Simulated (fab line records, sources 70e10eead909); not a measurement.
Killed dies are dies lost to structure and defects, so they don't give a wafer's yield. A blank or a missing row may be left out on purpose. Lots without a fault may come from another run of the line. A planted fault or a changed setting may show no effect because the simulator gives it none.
Which tool did it? | flow nand_harc | 6 lots, 17 wafers sampled, at 4 steps of a route of 1159

WHAT THE GAUGES READ, wafer by wafer
NHARC_A_ONON_D1_THK_MEAS_18: measures by ellipsometry.
lot  | measured     | on            | thk_nm (nm)
L315 | day 7 18:01  | film_metro-02 | 991 989 990
L318 | day 9 08:35  | film_metro-02 | 980 982 981
L321 | day 9 22:36  | film_metro-02 | 1008 1008 1007
L323 | day 10 06:20 | film_metro-02 | 1014 1012 1013
L330 | day 12 04:06 | film_metro-02 | 992 941
L335 | day 13 02:07 | film_metro-02 | 999 997 998

WHICH TOOL RAN EACH LOT (tool, then ch and the chambers of the sampled wafers, then the start)
lot  | NHARC_P_BONDPAD_DESCUM_11        | NHARC_P_BONDPAD_STRIP_15          | NHARC_A_ONON_D1_DEP_16
L315 | rie_diel-13 ch 2,3, day 6 05:11  | rie_diel-13 ch 1,3, day 6 05:34   | pecvd_onon-01 ch 0, day 7 17:37
L318 | rie_diel-13 ch 2,3, day 7 18:31  | rie_diel-13 ch 2,3, day 7 19:08   | pecvd_onon-04 ch 0, day 9 08:16
L321 | rie_diel-13 ch 2,3, day 8 08:20  | rie_diel-08 ch 0,1,3, day 8 08:46 | pecvd_onon-03 ch 0, day 9 22:05
L323 | rie_diel-13 ch 2,3, day 8 16:07  | rie_diel-13 ch 1,3, day 8 16:34   | pecvd_onon-01 ch 0, day 10 05:49
L330 | rie_diel-13 ch 1,2, day 10 17:40 | rie_diel-13 ch 0, day 10 18:03    | pecvd_onon-03 ch 0, day 12 03:35
L335 | rie_diel-13 ch 2,3, day 11 14:05 | rie_diel-13 ch 0,3, day 11 14:30  | pecvd_onon-04 ch 0, day 13 01:43
- NHARC_P_BONDPAD_DESCUM_11: chemistry O2, time 3 s.
- NHARC_P_BONDPAD_STRIP_15: strips in O2.
- NHARC_A_ONON_D1_DEP_16: target thk 1000 nm.

THE ANSWER, worked out from the rows above alone
Rule: what is usual is taken from the lots themselves. Put in order of their means at a reading, lots are off if they are a third of the lots or fewer, leave a main group of 4 or more, and stand apart from it by a gap of 3 or more times the standard deviation of the main group's means; of several such gaps the widest counts. A main group whose means are all the same, to the digits that the tables above print for the reading, isn't used. A lot without any number at a reading at which 4 lots or more have one is off too. The other lots that the step has rows for count as sound.
No lot is off at any reading shown: from this, nothing can be told.

WHAT THE SIMULATOR HAD PUT IN
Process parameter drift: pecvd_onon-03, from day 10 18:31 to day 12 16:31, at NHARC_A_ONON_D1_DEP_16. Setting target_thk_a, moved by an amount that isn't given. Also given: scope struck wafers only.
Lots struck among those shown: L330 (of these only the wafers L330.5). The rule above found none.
